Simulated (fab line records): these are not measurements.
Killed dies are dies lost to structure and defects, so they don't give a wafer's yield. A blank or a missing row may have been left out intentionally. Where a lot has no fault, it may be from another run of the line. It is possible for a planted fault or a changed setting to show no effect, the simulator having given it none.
Struck lot and sound lot, side by side :: flow nandHarc :: 15 steps out of a route of 1302
Sound: these wafers, L784.1, L784.4, L784.5. The struck wafers were L785.1, L785.2, L785.6. At the end, the cause is stated.
Order at every step that has rows: each side's tool, ch and its chambers, its first start. Under that, the readings that differ: sound wafers :: struck wafers :: difference of the means :: sigmas: that difference in standard deviations of wafers without a fault.
alike: a reading whose means differ by less than 2 such deviations, as well as words and numbers matching on both sides. not compared: withheld readings; readings where some wafer has no value; bounds like >300 that might hide an equal value; numbers whose values overlap and for which the record gives no deviation.
The two part at a step that has a row with sigmas, a row that says differs or no value, or rows on one side only. Non-overlapping numbers with no deviation appear without sigmas and do not part them. A reading missing from all wafers of one side parts the sides only when that side holds two or more wafers.

first, 4 steps without rows for these wafers: NHARC_THIN_TSV_EBR_29; NHARC_THIN_TSV_EXPOSE_30 (exposes mask PAD); NHARC_THIN_TSV_PEB_31 (peb time 85 s); NHARC_THIN_TSV_DEVELOP_32 (time 70 s).
NHARC_THIN_TSV_CD_MEAS_33 targets a cd of 5000 nm.
  sound on cdSem-03 ch 0, day 30 09:57; struck on cdSem-01 ch 0, day 31 11:30
  alike: cdNm
then, 1 step without rows for these wafers: NHARC_THIN_TSV_HARDBAKE_34 (time 80 s).
NHARC_THIN_TSV_DESCUM_35: chemistry O2, time 3 s.
  sound on rieDiel-10 ch 0,3, day 30 10:07; struck on rieDiel-07 ch 1,3, day 31 11:40
reading: oesProductAu (a.u.)
sound: 0.979 1.000 0.969
struck: 1.006 0.995 1.020
difference: +0.024
sigmas: +2

reading: rfVppV (V)
sound: 56.1 57.4 56.6
struck: 57.7 58.8 59.3
difference: +1.9
sigmas: +2
  alike: drypumpMotorCurrentA, showerheadPlenumPTorr, throttleValvePct
  not compared: rfHoursCounterH
NHARC_THIN_TSV_ETCH_59: etches the open film in Cl2/BCl3, target depth 880 nm, time 138.1 s.
  sound on rieMetal-03 ch 0,1, day 30 10:17; struck on rieMetal-02 ch 0,1, day 31 11:47
  alike: biasW, drypumpMotorCurrentA, oesProductAu, throttleValvePct
  not compared: rfHoursCounterH
NHARC_THIN_TSV_ETCH_36: etches the open film in Cl2/BCl3, target depth 65 nm, time 18.571 s.
  sound on rieMetal-03 ch 1, day 30 10:30; struck on rieMetal-02 ch 0,1, day 31 12:03
reading: drypumpMotorCurrentA (A)
sound: 6.5 6.6 6.5
struck: 5.3 5.1 5.3
difference: -1.3
sigmas: -2

reading: oesProductAu (a.u.)
sound: 0.984 0.980 0.988
struck: 1.008 1.003 0.999
difference: +0.019
sigmas: +2
  not compared: rfHoursCounterH
NHARC_THIN_TSV_STRIP_56: strips in O2.
  sound on plasmaAsher-02 ch 0,1, day 30 10:36; struck on plasmaAsher-02 ch 0,1, day 31 12:09
  alike: drypumpMotorCurrentA, heaterPowerW
  not compared: rfHoursCounterH
then, 1 step without rows for these wafers: NHARC_THIN_TSV_STRIP_57 (strips in post etch residue remover, time 1200 s).
NHARC_THIN_TSV_CD_MEAS_37:
  sound on cdSem-03 at day 30 11:24; struck on cdSem-03 at day 31 12:56
  alike: cdNm
NHARC_THIN_TSV_ANNEAL_58: time 1800 s.
  sound on furnace-01 ch 0, day 30 14:39; struck on furnace-01 ch 0, day 31 15:03
reading: spikeTcBottomC (C)
sound: 425.1 425.4 425.0
struck: 451.9 452.2 451.5
difference: +26.7
sigmas: +19

reading: spikeTcCentreC (C)
sound: 403.9 403.5 401.8
struck: 429.3 428.9 430.1
difference: +26.4
sigmas: +16

reading: spikeTcLowerC (C)
sound: 400.7 399.4 400.6
struck: 427.9 427.4 427.6
difference: +27.4
sigmas: +21

reading: spikeTcTopC (C)
sound: 428.1 426.8 428.5
struck: 454.8 454.3 453.4
difference: +26.4
sigmas: +18

reading: spikeTcUpperC (C)
sound: 398.4 398.3 398.9
struck: 427.2 425.6 427.0
difference: +28.1
sigmas: +22

reading: zonePowerLowerPct (%)
sound: 4.22 4.20 4.19
struck: 4.56 4.65 4.66
difference: +0.42
sigmas: +4
  alike: zonePowerTopPct
NHARC_THIN_TSV_INSPECT_40:
  sound on defectInspect-01 at day 30 16:05; struck on defectInspect-01 at day 31 16:31
  alike: rawDefectCount
NHARC_END_SORT_01:
  sound on prober-02 ch 0, day 30 19:08; struck on prober-02 ch 0, day 31 19:36
  alike: defectLimitedYield, killedAtArray, killedAtOther, killedAtPeriphery, killedDies, killedOpen, killedShort

## WHERE THEY PART
First at NHARC_THIN_TSV_DESCUM_35; last, within this record, at NHARC_THIN_TSV_ANNEAL_58. Later steps at which nothing parts them and some readings are alike: NHARC_THIN_TSV_INSPECT_40, NHARC_END_SORT_01.

WHY: the cause the simulator had injected
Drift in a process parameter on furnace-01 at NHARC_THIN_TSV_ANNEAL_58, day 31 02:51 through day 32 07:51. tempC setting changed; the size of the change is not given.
